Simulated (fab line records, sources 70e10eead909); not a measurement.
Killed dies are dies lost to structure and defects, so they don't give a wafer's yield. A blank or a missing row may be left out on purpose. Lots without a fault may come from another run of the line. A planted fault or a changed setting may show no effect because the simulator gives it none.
fab line records | flow nand_harc
record lots=24 wafers=72 last_day=33
route steps=1302 shown P_M0@274 P_M1@305 P_BONDPAD@368
lots that met no fault: from a run of the same line without faults
start_h: hours from the record's first day to the start of the lot's first wafer shown | wait_h: hours since the lot's step before | " the same as in the row above | L1.1+2: a row that stands for several wafers | - no value, or no start given | * or withheld: withheld | < > ~ a bound
route shown NAME@n: a module of which the file shows steps, and the number in the route of the first | usual: mean/standard deviation of fault-free wafers | same: alike in all rows | chamber/n: place in a boat | sites: the reading at each site | _std_site: their standard deviation | _edge_site: outer sites' mean less inner sites' | radius_mm: how far each site lies from the wafer's centre | mask NAME#n: copy n | behind: the tool/chamber that last shaped the wafer | hold: why the lot was held/for how many hours/how that ended | device: the transistor (n, p or np) that didn't switch | end of line: the same wafers' tests at the end of the route | a step without rows: its recipe alone | killed: dies lost to structure and defects at the first sort, not the wafer's yield | map: a wafer's dies, x killed, . not, _ none there
set.NAME: the setting as run; set.NAME@STEP: as run at that earlier step | model.NAME: the simulator's own value behind a step, which no gauge read
steps of the route over a sample of lots; a table a step, a row a wafer
services: from which hour (start_h, from the record's first day; less than 0 if before it) a tool's chamber was out of use, for how many hours, and why
## steps
# step NHARC_P_M0_PVD_20
# recipe target_thk_a=50 bias_v=168.6 power_w=15000 chamber_pressure_pa=0.12 time_s=8.06 substrate_temp_c=50 material=TaN
# usual cathode_dc_power_W=15000/2.7 throttle_valve_pct=30.2/1
# columns lot.wafer tool chamber start_h wait_h cathode_dc_power_W throttle_valve_pct
L074.3 pvd_sputter-01 - - - 15002 28.5
L074.5 " - " " 15000 30.0
L074.6 " - " " 14997 28.3
L075.2 pvd_sputter-03 - - - 14998 32.1
L075.3 " - " " 14997 30.1
L075.6 " - " " 15001 29.8
L076.4 pvd_sputter-03 - - - 15000 32.1
L076.1 " - " " 15001 30.1
L076.6 " - " " 15001 29.7
L077.1 pvd_sputter-03 - - - 15003 29.5
L077.3 " - " " 15002 30.2
L077.6 " - " " 14999 29.7
L078.3 pvd_sputter-02 - - - 14999 29.6
L078.4 " - " " 15005 31.8
L078.5 " - " " 14997 29.9
L079.3 pvd_sputter-03 - - - 15000 29.2
L079.4 " - " " 14997 30.0
L079.6 " - " " 14998 29.5
L080.2 pvd_sputter-02 - - - 14997 32.6
L080.1 " - " " 14995 29.7
L080.3 " - " " 15003 30.4
L081.2 pvd_sputter-02 - - - 14999 32.6
L081.3 " - " " 15007 29.8
L081.6 " - " " 14999 30.2
L082.2 pvd_sputter-03 - - - 14999 31.0
L082.3 " - " " 14996 29.6
L082.4 " - " " 15000 29.3
L083.3 pvd_sputter-01 - - - 15000 30.4
L083.1 " - " " 15004 30.8
L083.2 " - " " 15001 28.5
L084.2 pvd_sputter-02 - - - 15001 29.7
L084.1 " - " " 15001 32.2
L084.5 " - " " 14999 30.1
L085.1 pvd_sputter-03 - - - 14997 29.3
L085.3 " - " " 14997 30.9
L085.4 " - " " 14997 29.2
L086.2 pvd_sputter-03 - - - 15006 29.7
L086.3 " - " " 14999 30.8
L086.5 " - " " 15004 29.9
L087.4 pvd_sputter-01 - - - 15001 30.1
L087.2 " - " " 14998 30.9
L087.5 " - " " 14997 30.1
L088.2 pvd_sputter-02 - - - 15003 32.4
L088.1 " - " " 15003 31.9
L088.6 " - " " 15004 32.1
L089.2 pvd_sputter-01 - - - 15002 29.9
L089.6 " - " " 15004 30.0
L089.5 " - " " 14998 30.8
L090.2 pvd_sputter-01 - - - 14997 30.9
L090.6 " - " " 15000 28.6
L090.5 " - " " 14996 30.0
L091.1 pvd_sputter-01 - - - 14997 31.2
L091.6 " - " " 15000 28.4
L091.5 " - " " 15003 29.8
L092.4 pvd_sputter-03 - - - 15002 29.3
L092.2 " - " " 15001 29.7
L092.3 " - " " 14996 29.6
L093.1 pvd_sputter-03 - - - 14996 29.0
L093.4 " - " " 14995 30.0
L093.6 " - " " 15002 29.1
L094.2 pvd_sputter-03 - - - 14998 29.5
L094.3 " - " " 14999 29.1
L094.6 " - " " 15003 29.3
L095.4 pvd_sputter-02 - - - 14998 31.5
L095.2 " - " " 14996 29.5
L095.1 " - " " 15003 31.0
L096.2 pvd_sputter-01 - - - 15003 31.0
L096.1 " - " " 15003 28.7
L096.6 " - " " 15000 30.0
L097.2 pvd_sputter-02 - - - 15001 31.9
L097.1 " - " " 14999 30.7
L097.5 " - " " 15004 32.0
# step NHARC_P_M0_THK_MEAS_24
# recipe thk_meas_gauge=xrf
# usual thk_nm=117.8/1.6
# columns lot.wafer tool chamber start_h wait_h thk_nm
L074.3 film_metro-02 - 133.42 - 116.9
L074.5 " - " " 117.1
L074.6 " - " " 119.0
L075.2 film_metro-02 - 135.76 - 119.2
L075.3 " - " " 117.0
L075.6 " - " " 117.3
L076.1 film_metro-01 - 143.59 - 118.3
L076.4 " - " " 116.9
L076.6 " - " " 118.6
L077.1 film_metro-02 - 152.38 - 118.0
L077.3 " - " " 117.1
L077.6 " - " " 116.9
L078.3 film_metro-02 - 162.10 - 117.4
L078.4 " - " " 118.2
L078.5 " - " " 121.4
L079.3 film_metro-02 - 181.99 - 117.1
L079.4 " - " " 118.3
L079.6 " - " " 118.2
L080.1 film_metro-01 - 185.88 - 120.3
L080.2 " - " " 117.6
L080.3 " - " " 117.8
L081.2 film_metro-01 - 192.67 - 113.1
L081.3 " - " " 117.2
L081.6 " - " " 114.9
L082.2 film_metro-01 - 208.72 - 118.5
L082.3 " - " " 117.4
L082.4 " - " " 114.9
L083.1 film_metro-01 - 217.96 - 117.1
L083.2 " - " " 118.1
L083.3 " - " " 118.9
L084.1 film_metro-01 - 228.13 - 116.7
L084.2 " - " " 118.7
L084.5 " - " " 120.0
L085.1 film_metro-02 - 234.67 - 118.3
L085.3 " - " " 121.2
L085.4 " - " " 117.4
L086.2 film_metro-01 - 240.49 - 116.0
L086.3 " - " " 119.1
L086.5 " - " " 120.8
L087.2 film_metro-01 - 251.71 - 118.0
L087.4 " - " " 119.1
L087.5 " - " " 115.4
L088.1 film_metro-02 - 269.12 - 116.6
L088.2 " - " " 119.2
L088.6 " - " " 115.3
L089.2 film_metro-01 - 281.24 - 120.4
L089.5 " - " " 121.6
L089.6 " - " " 117.0
L090.2 film_metro-02 - 288.67 - 118.6
L090.5 " - " " 117.6
L090.6 " - " " 117.9
L091.1 film_metro-02 - 292.58 - 119.8
L091.5 " - " " 115.7
L091.6 " - " " 118.4
L092.2 film_metro-01 - 304.21 - 121.4
L092.3 " - " " 118.7
L092.4 " - " " 117.0
L093.1 film_metro-02 - 314.22 - 117.1
L093.4 " - " " 117.8
L093.6 " - " " 119.2
L094.2 film_metro-02 - 322.12 - 116.8
L094.3 " - " " 116.9
L094.6 " - " " 116.9
L095.1 film_metro-01 - 331.36 - 116.1
L095.2 " - " " 114.2
L095.4 " - " " 115.7
L096.1 film_metro-02 - 341.87 - 117.8
L096.2 " - " " 119.7
L096.6 " - " " 118.2
L097.1 film_metro-02 - 355.76 - 117.5
L097.2 " - " " 116.8
L097.5 " - " " 115.9
# step NHARC_P_M1_DEGAS_29
# recipe temp_c=250 time_s=60
# usual heater_power_w=334/20
# columns lot.wafer tool chamber start_h wait_h heater_power_w
L074.3 pvd_sputter-01 - 136.18 - 324
L074.6 " - " " 332
L074.5 " - " " 355
L075.2 pvd_sputter-02 - 138.52 - 345
L075.3 " - " " 351
L075.6 " - " " 336
L076.4 pvd_sputter-01 - 146.33 - 328
L076.1 " - " " 360
L076.6 " - " " 332
L077.1 pvd_sputter-01 - 155.04 - 320
L077.3 " - " " 325
L077.6 " - " " 323
L078.4 pvd_sputter-03 - 164.73 - 346
L078.3 " - " " 321
L078.5 " - " " 342
L079.4 pvd_sputter-03 - 184.72 - 350
L079.3 " - " " 327
L079.6 " - " " 344
L080.3 pvd_sputter-03 - 188.67 - 321
L080.1 " - " " 296
L080.2 " - " " 310
L081.2 pvd_sputter-01 - 195.36 - 316
L081.3 " - " " 342
L081.6 " - " " 375
L082.3 pvd_sputter-02 - 211.48 - 348
L082.2 " - " " 342
L082.4 " - " " 343
L083.1 pvd_sputter-02 - 220.62 - 340
L083.2 " - " " 342
L083.3 " - " " 340
L084.2 pvd_sputter-02 - 230.76 - 341
L084.1 " - " " 340
L084.5 " - " " 340
L085.1 pvd_sputter-01 - 237.62 - 304
L085.4 " - " " 315
L085.3 " - " " 330
L086.3 pvd_sputter-02 - 243.27 - 337
L086.2 " - " " 342
L086.5 " - " " 333
L087.2 pvd_sputter-02 - 254.50 - 336
L087.4 " - " " 342
L087.5 " - " " 338
L088.2 pvd_sputter-01 - 272.06 - 338
L088.1 " - " " 379
L088.6 " - " " 337
L089.2 pvd_sputter-01 - 284.00 - 303
L089.5 " - " " 332
L089.6 " - " " 370
L090.2 pvd_sputter-01 - 291.55 - 324
L090.6 " - " " 307
L090.5 " - " " 316
L091.1 pvd_sputter-01 - 295.73 - 335
L091.6 " - " " 312
L091.5 " - " " 340
L092.2 pvd_sputter-01 - 307.03 - 317
L092.3 " - " " 357
L092.4 " - " " 301
L093.4 pvd_sputter-01 - 316.96 - 303
L093.1 " - " " 333
L093.6 " - " " 302
L094.2 pvd_sputter-01 - 325.21 - 299
L094.3 " - " " 370
L094.6 " - " " 326
L095.1 pvd_sputter-01 - 334.17 - 303
L095.2 " - " " 308
L095.4 " - " " 335
L096.1 pvd_sputter-02 - 344.64 - 329
L096.2 " - " " 360
L096.6 " - " " 342
L097.1 pvd_sputter-01 - 358.60 - 321
L097.2 " - " " 380
L097.5 " - " " 302
# step NHARC_P_M1_PVD_20
# recipe target_thk_a=50 bias_v=168.6 power_w=15000 chamber_pressure_pa=0.12 time_s=8.06 substrate_temp_c=50 material=TaN
# usual cathode_dc_power_W=15000/2.5 throttle_valve_pct=30.3/1
# columns lot.wafer tool chamber start_h wait_h cathode_dc_power_W throttle_valve_pct
L074.3 pvd_sputter-01 - - - 15002 28.3
L074.6 " - " " 15001 30.1
L074.5 " - " " 14999 31.0
L075.3 pvd_sputter-02 - - - 15001 30.1
L075.2 " - " " 14996 32.2
L075.6 " - " " 15004 29.9
L076.4 pvd_sputter-01 - - - 14996 30.2
L076.1 " - " " 15002 28.6
L076.6 " - " " 14996 30.0
L077.3 pvd_sputter-01 - - - 15000 28.3
L077.1 " - " " 15001 30.9
L077.6 " - " " 14998 28.5
L078.3 pvd_sputter-03 - - - 15002 30.1
L078.4 " - " " 15001 32.3
L078.5 " - " " 14998 28.8
L079.3 pvd_sputter-03 - - - 14999 30.8
L079.4 " - " " 15003 30.0
L079.6 " - " " 15002 29.2
L080.1 pvd_sputter-03 - - - 15003 30.0
L080.3 " - " " 15000 29.6
L080.2 " - " " 14999 30.6
L081.3 pvd_sputter-01 - - - 14995 30.2
L081.2 " - " " 15003 28.5
L081.6 " - " " 14999 30.1
L082.3 pvd_sputter-02 - - - 14998 31.8
L082.2 " - " " 14998 29.8
L082.4 " - " " 15002 32.2
L083.1 pvd_sputter-02 - - - 15001 30.1
L083.3 " - " " 14997 32.1
L083.2 " - " " 14997 30.0
L084.2 pvd_sputter-02 - - - 14998 30.3
L084.1 " - " " 14999 31.6
L084.5 " - " " 15003 30.0
L085.1 pvd_sputter-01 - - - 15001 30.3
L085.4 " - " " 14999 30.7
L085.3 " - " " 14998 30.5
L086.3 pvd_sputter-02 - - - 15003 32.1
L086.2 " - " " 14998 29.9
L086.5 " - " " 15001 32.3
L087.4 pvd_sputter-02 - - - 14996 32.4
L087.2 " - " " 14997 32.1
L087.5 " - " " 15001 29.8
L088.2 pvd_sputter-01 - - - 14999 30.9
L088.1 " - " " 14999 30.4
L088.6 " - " " 14999 30.9
L089.2 pvd_sputter-01 - - - 15001 29.4
L089.6 " - " " 15004 30.9
L089.5 " - " " 14996 30.3
L090.2 pvd_sputter-01 - - - 15000 30.3
L090.5 " - " " 14997 28.7
L090.6 " - " " 14997 29.9
L091.1 pvd_sputter-01 - - - 15004 30.3
L091.5 " - " " 14996 30.0
L091.6 " - " " 15003 31.0
L092.4 pvd_sputter-01 - - - 15001 30.2
L092.3 " - " " 15004 28.7
L092.2 " - " " 14999 30.2
L093.1 pvd_sputter-01 - - - 14999 30.6
L093.4 " - " " 14995 30.0
L093.6 " - " " 15002 30.5
L094.3 pvd_sputter-01 - - - 15001 30.2
L094.2 " - " " 15002 28.3
L094.6 " - " " 15002 30.9
L095.4 pvd_sputter-01 - - - 15000 30.5
L095.1 " - " " 14998 28.6
L095.2 " - " " 15003 30.1
L096.1 pvd_sputter-02 - - - 15002 30.7
L096.2 " - " " 15000 31.2
L096.6 " - " " 15002 29.2
L097.2 pvd_sputter-01 - - - 14997 31.2
L097.1 " - " " 15001 30.3
L097.5 " - " " 15006 30.2
# step NHARC_P_BONDPAD_ETCH_37
# recipe target_depth_a=600 overetch_a=180 time_s=65.91 ion_energy_ev=200 n2_flow_sccm=150 h2_flow_sccm=150 ar_flow_sccm=0 rf_w=400 bias_w=150 chemistry=N2/H2
# usual drypump_motor_current_A=5.7/0.41 n2_flow_sccm=150.0/0.48 oes_product_au=0.999/0.0091 rf_vpp_V=429.1/2.8 showerhead_plenum_p_Torr=1.99/0.1 throttle_valve_pct=14.171/0.0081
# columns lot.wafer tool chamber start_h wait_h drypump_motor_current_A n2_flow_sccm oes_product_au rf_hours_counter_h rf_vpp_V showerhead_plenum_p_Torr throttle_valve_pct
L074.3 rie_diel-06 1 143.80 0.1 6.5 149.6 1.011 0.0 431.6 2.04 14.169
L074.6 " 0 " " 5.2 150.2 1.005 - 427.2 1.90 14.161
L074.5 " 1 " " 6.5 149.9 1.006 - 430.3 2.04 14.164
L075.3 rie_diel-03 3 146.41 0.1 6.0 150.1 0.985 1.9 427.4 1.97 14.169
L075.2 " 0 " " 5.5 150.3 1.006 2.2 429.5 2.03 14.158
L075.6 " 3 " " 6.0 150.2 0.986 - 427.7 1.97 14.176
L076.1 rie_diel-03 3 154.29 0.1 6.0 149.7 0.976 2.1 428.1 1.97 14.176
L076.4 " 0 " " 5.5 150.0 1.002 2.3 429.6 2.03 14.158
L076.6 " 1 " " 5.3 151.0 0.992 - 425.0 1.91 14.183
L077.3 rie_diel-03 3 162.61 0.1 6.1 150.0 0.992 2.2 429.4 1.97 14.174
L077.1 " 2 " " 5.9 149.9 0.985 2.5 426.7 1.89 14.182
L077.6 " 3 " " 6.1 149.9 0.996 - 427.5 1.97 14.186
L078.4 rie_diel-06 3 172.40 0.1 6.0 150.9 1.000 0.9 426.1 1.94 14.181
L078.3 " 2 " " 5.6 150.7 0.992 0.7 435.5 2.21 14.176
L078.5 " 0 " " 5.2 150.9 0.998 - 426.6 1.90 14.175
L079.4 rie_diel-03 1 192.70 0.1 5.3 150.2 1.006 5.1 426.1 1.91 14.177
L079.3 " 2 " " 5.9 150.2 0.990 5.1 427.1 1.89 14.172
L079.6 " 1 " " 5.3 150.7 0.997 - 426.5 1.91 14.170
L080.1 rie_diel-06 1 196.16 0.1 6.5 150.3 0.996 1.3 429.7 2.04 14.172
L080.2 " 3 " " 6.0 149.8 0.996 1.5 427.8 1.94 14.164
L080.3 " 0 " " 5.2 150.0 0.995 1.6 426.6 1.90 14.160
L081.3 rie_diel-06 3 203.21 0.1 6.0 149.7 1.005 1.6 427.4 1.94 14.154
L081.2 " 2 " " 5.5 149.7 0.990 1.3 436.3 2.21 14.176
L081.6 " 0 " " 5.1 149.8 1.006 - 427.8 1.90 14.186
L082.3 rie_diel-06 3 219.46 0.1 6.0 149.8 1.014 1.8 428.7 1.94 14.175
L082.4 " 1 " " 6.5 149.4 1.004 1.5 431.5 2.04 14.162
L082.2 " 2 " " 5.6 149.8 1.007 1.4 433.5 2.21 14.172
L083.1 rie_diel-06 2 228.19 0.1 5.6 151.0 1.008 1.8 435.1 2.21 14.170
L083.3 " 3 " " 6.0 149.2 0.997 2.3 427.4 1.94 14.173
L083.2 " 0 " " 5.2 150.6 1.007 2.5 426.8 1.90 14.176
L084.2 rie_diel-03 1 238.69 0.1 5.3 150.5 1.017 7.2 424.9 1.91 14.160
L084.1 " 2 " " 5.9 150.6 1.000 7.6 426.9 1.89 14.173
L084.5 " 1 " " 5.3 150.6 1.008 - 426.0 1.91 14.169
L085.3 rie_diel-06 2 245.36 0.1 5.6 150.1 0.999 2.2 434.3 2.21 14.160
L085.1 " 3 " " 6.0 150.4 1.014 2.6 427.5 1.94 14.172
L085.4 " 0 " " 5.2 149.4 0.997 2.9 428.4 1.90 14.162
L086.3 rie_diel-06 0 251.22 0.1 5.2 149.6 1.011 3.0 426.7 1.90 14.175
L086.2 " 1 " " 6.5 149.8 0.997 2.3 429.1 2.04 14.173
L086.5 " 3 " " 6.0 149.9 0.993 - 428.7 1.94 14.171
L087.2 rie_diel-03 3 262.13 0.1 6.1 150.0 0.989 9.2 428.8 1.97 14.171
L087.4 " 0 " " 5.5 149.8 0.993 9.8 430.2 2.03 14.171
L087.5 " 2 " " 5.9 149.8 0.984 - 427.1 1.89 14.169
L088.2 rie_diel-03 1 280.19 0.1 5.3 149.6 1.005 9.8 426.5 1.91 14.159
L088.1 " 3 " " 6.1 150.1 0.987 10.0 427.8 1.97 14.160
L088.6 " 0 " " 5.5 149.6 1.013 - 431.6 2.03 14.160
L089.2 rie_diel-06 2 291.84 0.1 5.5 149.8 1.014 3.3 435.3 2.21 14.167
L089.5 " 3 " " 6.0 149.6 1.009 - 428.0 1.94 14.181
L089.6 " 0 " " 5.2 150.7 1.009 - 426.7 1.90 14.172
L090.2 rie_diel-12 0 299.20 0.1 5.7 149.8 0.996 1.3 434.1 2.18 14.173
L090.6 " 0 " " 5.6 149.9 0.979 - 433.6 2.18 14.167
L090.5 " 1 " " 6.2 149.9 0.994 - 427.3 1.95 14.170
L091.1 rie_diel-03 1 303.61 0.1 5.3 149.8 1.000 1.0 426.3 1.91 14.165
L091.6 " 0 " " 5.5 151.1 0.998 - 429.5 2.02 14.172
L091.5 " 1 " " 5.3 150.1 0.990 - 428.5 1.91 14.178
L092.3 rie_diel-12 3 314.70 0.1 6.1 150.4 0.992 1.4 430.3 2.00 14.164
L092.4 " 0 " " 5.7 149.8 0.985 1.4 434.5 2.18 14.177
L092.2 " 2 " " 4.7 150.1 0.986 0.9 432.0 2.12 14.171
L093.1 rie_diel-03 3 325.30 0.1 6.0 149.6 1.017 3.1 428.2 1.97 14.151
L093.4 " 2 " " 5.9 149.7 1.001 2.7 427.7 1.89 14.158
L093.6 " 0 " " 5.5 149.7 0.993 - 429.5 2.02 14.176
L094.3 rie_diel-06 1 333.01 0.1 6.5 150.0 1.013 0.6 429.8 2.04 14.170
L094.2 " 3 " " 6.0 149.2 1.001 0.7 427.0 1.94 14.176
L094.6 " 2 " " 5.6 149.4 0.988 - 435.0 2.21 14.163
L095.1 rie_diel-06 2 341.81 0.1 5.6 149.7 0.991 1.2 434.1 2.21 14.186
L095.4 " 0 " " 5.2 149.9 1.005 1.2 426.0 1.90 14.161
L095.2 " 1 " " 6.5 149.1 1.002 1.0 430.6 2.04 14.188
L096.2 rie_diel-06 1 352.28 0.1 6.5 149.8 1.013 1.2 429.6 2.04 14.164
L096.1 " 2 " " 5.5 149.9 0.984 1.4 434.6 2.21 14.192
L096.6 " 1 " " 6.5 149.7 1.011 - 429.6 2.04 14.177
L097.1 rie_diel-03 0 366.12 0.1 5.5 150.0 0.991 4.0 429.3 2.02 14.186
L097.2 " 1 " " 5.3 149.8 1.004 3.7 427.7 1.91 14.172
L097.5 " 1 " " 5.3 150.1 1.003 - 427.2 1.91 14.188
# step NHARC_P_BONDPAD_STRIP_15
# recipe o2_flow_sccm=500 ar_flow_sccm=0 bias_w=0 chemistry=O2
# usual drypump_motor_current_A=5.8/0.43 oes_product_au=0.998/0.0095 rf_vpp_V=57.7/1 showerhead_plenum_p_Torr=3.50/0.17 throttle_valve_pct=17.037/0.0094
# columns lot.wafer tool chamber start_h wait_h drypump_motor_current_A oes_product_au rf_hours_counter_h rf_vpp_V showerhead_plenum_p_Torr throttle_valve_pct
L074.3 rie_diel-03 2 144.12 0.1 5.9 0.981 2.2 57.3 3.30 17.044
L074.6 " 0 " " 5.5 1.013 - 56.7 3.51 17.026
L074.5 " 1 " " 5.4 1.009 - 56.9 3.33 17.049
L075.2 rie_diel-12 3 146.70 0.1 6.1 1.001 2.0 57.9 3.47 17.033
L075.3 " 0 " " 5.7 0.988 2.1 57.4 3.75 17.035
L075.6 " 3 " " 6.1 1.011 - 56.8 3.47 17.031
L076.1 rie_diel-06 1 154.58 0.1 6.5 1.001 0.4 56.9 3.53 17.043
L076.4 " 0 " " 5.2 0.997 0.6 58.1 3.31 17.042
L076.6 " 2 " " 5.6 1.009 - 58.1 3.79 17.034
L077.3 rie_diel-06 1 162.91 0.1 6.5 1.006 0.5 57.7 3.53 17.052
L077.1 " 0 " " 5.2 1.014 0.8 56.8 3.31 17.031
L077.6 " 2 " " 5.6 0.996 - 60.0 3.79 17.042
L078.3 rie_diel-12 0 172.72 0.1 5.7 0.984 3.8 58.6 3.75 17.031
L078.5 " 3 " " 6.1 0.988 - 57.6 3.47 17.050
L078.4 " 0 " " 5.7 0.999 - 59.4 3.75 17.039
L079.4 rie_diel-03 1 193.00 0.1 5.3 1.003 5.2 57.1 3.33 17.033
L079.3 " 2 " " 5.9 0.992 5.2 56.2 3.30 17.035
L079.6 " 1 " " 5.3 0.996 - 54.7 3.33 17.034
L080.1 rie_diel-12 0 196.48 0.1 5.6 0.996 5.4 58.6 3.75 17.034
L080.2 " 1 " " 6.2 0.992 5.3 56.6 3.40 17.044
L080.3 " 2 " " 4.7 0.990 5.3 58.6 3.65 17.045
L081.3 rie_diel-12 3 203.51 0.1 6.1 0.983 5.8 56.9 3.47 17.055
L081.2 " 1 " " 6.2 0.998 5.5 57.0 3.40 17.045
L081.6 " 0 " " 5.6 0.996 - 56.7 3.75 17.045
L082.4 rie_diel-12 0 219.77 0.1 5.7 0.983 5.9 59.6 3.75 17.032
L082.2 " 1 " " 6.2 1.004 5.8 57.6 3.40 17.035
L082.3 " 2 " " 4.8 0.990 5.7 57.7 3.65 17.037
L083.3 rie_diel-12 3 228.52 0.1 6.1 0.996 6.3 58.1 3.47 17.045
L083.2 " 1 " " 6.2 1.009 6.2 55.2 3.40 17.033
L083.1 " 2 " " 4.7 1.009 6.0 57.4 3.65 17.040
L084.1 rie_diel-12 0 239.01 0.1 5.7 0.985 6.4 57.0 3.75 17.031
L084.2 " 1 " " 6.2 1.002 6.3 58.8 3.40 17.017
L084.5 " 0 " " 5.7 0.981 - 58.6 3.75 17.026
L085.1 rie_diel-03 3 245.66 0.1 6.1 0.998 8.2 58.9 3.42 17.034
L085.3 " 0 " " 5.6 0.995 8.7 57.8 3.51 17.042
L085.4 " 2 " " 5.9 0.991 7.8 56.6 3.29 17.029
L086.3 rie_diel-06 1 251.51 0.1 6.5 0.992 2.4 58.5 3.53 17.044
L086.2 " 0 " " 5.2 0.990 3.1 58.0 3.31 17.028
L086.5 " 1 " " 6.5 1.004 - 57.0 3.53 17.017
L087.4 rie_diel-03 0 262.43 0.1 5.6 0.999 9.9 56.8 3.51 17.031
L087.2 " 2 " " 5.9 0.998 9.1 59.2 3.29 17.057
L087.5 " 1 " " 5.3 1.003 - 56.9 3.32 17.026
L088.1 rie_diel-06 1 280.51 0.1 6.5 1.004 3.3 57.3 3.53 17.033
L088.2 " 2 " " 5.6 1.009 3.2 58.2 3.79 17.018
L088.6 " 0 " " 5.2 0.993 - 56.9 3.31 17.024
L089.2 rie_diel-12 1 292.15 0.1 6.2 1.001 0.7 58.9 3.39 17.060
L089.6 " 3 " " 6.1 1.000 - 57.3 3.47 17.042
L089.5 " 0 " " 5.6 1.000 - 57.9 3.75 17.048
L090.2 rie_diel-06 3 299.53 0.1 6.0 1.005 4.0 57.6 3.37 17.026
L090.5 " 2 " " 5.6 1.004 - 58.5 3.79 17.046
L090.6 " 3 " " 6.0 1.008 - 56.9 3.37 17.039
L091.1 rie_diel-06 0 303.95 0.1 5.2 1.005 4.4 57.9 3.31 17.039
L091.6 " 2 " " 5.6 1.007 - 59.3 3.79 17.041
L091.5 " 3 " " 6.0 1.010 - 58.0 3.37 17.041
L092.2 rie_diel-03 2 315.01 0.1 5.9 1.006 2.1 57.9 3.29 17.031
L092.3 " 3 " " 6.1 0.992 2.5 57.1 3.42 17.051
L092.4 " 0 " " 5.5 0.984 2.5 57.9 3.50 17.038
L093.1 rie_diel-03 0 325.62 0.1 5.5 0.995 3.1 55.9 3.50 17.028
L093.4 " 2 " " 5.9 1.005 2.8 56.8 3.29 17.039
L093.6 " 3 " " 6.1 1.022 - 55.6 3.42 17.027
L094.2 rie_diel-03 3 333.34 0.1 6.0 0.999 3.4 58.7 3.42 17.035
L094.3 " 0 " " 5.5 0.982 3.2 57.9 3.50 17.034
L094.6 " 1 " " 5.3 1.001 - 57.2 3.32 17.016
L095.1 rie_diel-12 3 342.11 0.1 6.1 1.003 3.5 58.1 3.47 17.033
L095.4 " 0 " " 5.6 0.984 2.9 58.9 3.75 17.028
L095.2 " 2 " " 4.8 1.006 2.8 55.9 3.65 17.035
L096.2 rie_diel-12 3 352.57 0.1 6.1 1.001 4.2 56.9 3.47 17.019
L096.1 " 2 " " 4.7 0.994 3.4 59.8 3.65 17.028
L096.6 " 3 " " 6.1 1.005 - 58.6 3.47 17.033
L097.1 rie_diel-06 0 366.42 0.1 5.2 0.996 1.9 58.0 3.31 17.039
L097.2 " 3 " " 6.0 1.004 1.9 58.1 3.37 17.049
L097.5 " 0 " " 5.2 0.998 - 57.8 3.31 17.032
## services
# columns tool chamber start_h hours kind
rie_diel-06 0 111.69 19.0 repair
rie_diel-06 - 116.43 0.6 repair
rie_diel-06 - 130.20 9.0 pm
rie_diel-12 2 132.61 3.4 repair
rie_diel-06 - 150.93 0.2 repair
pvd_sputter-03 - 170.00 10.0 pm
rie_diel-12 2 171.27 3.3 repair
pvd_sputter-01 - 171.40 5.8 repair
rie_diel-03 1 183.13 3.3 repair
pvd_sputter-02 - 198.26 3.9 repair
rie_diel-06 0 212.87 4.9 repair
pvd_sputter-01 - 226.01 10.0 pm
rie_diel-06 1 227.76 8.0 repair
rie_diel-03 1 232.40 4.1 repair
rie_diel-12 2 236.78 9.8 repair
pvd_sputter-01 - 240.16 9.6 repair
rie_diel-06 2 254.58 3.1 repair
pvd_sputter-03 - 275.81 11.8 repair
rie_diel-03 - 281.30 9.0 pm
pvd_sputter-02 - 282.00 10.0 pm
rie_diel-06 1 297.69 22.5 repair
rie_diel-06 - 307.20 9.0 pm
rie_diel-06 3 318.37 5.9 repair
pvd_sputter-03 - 348.00 10.0 pm
## key
fault none
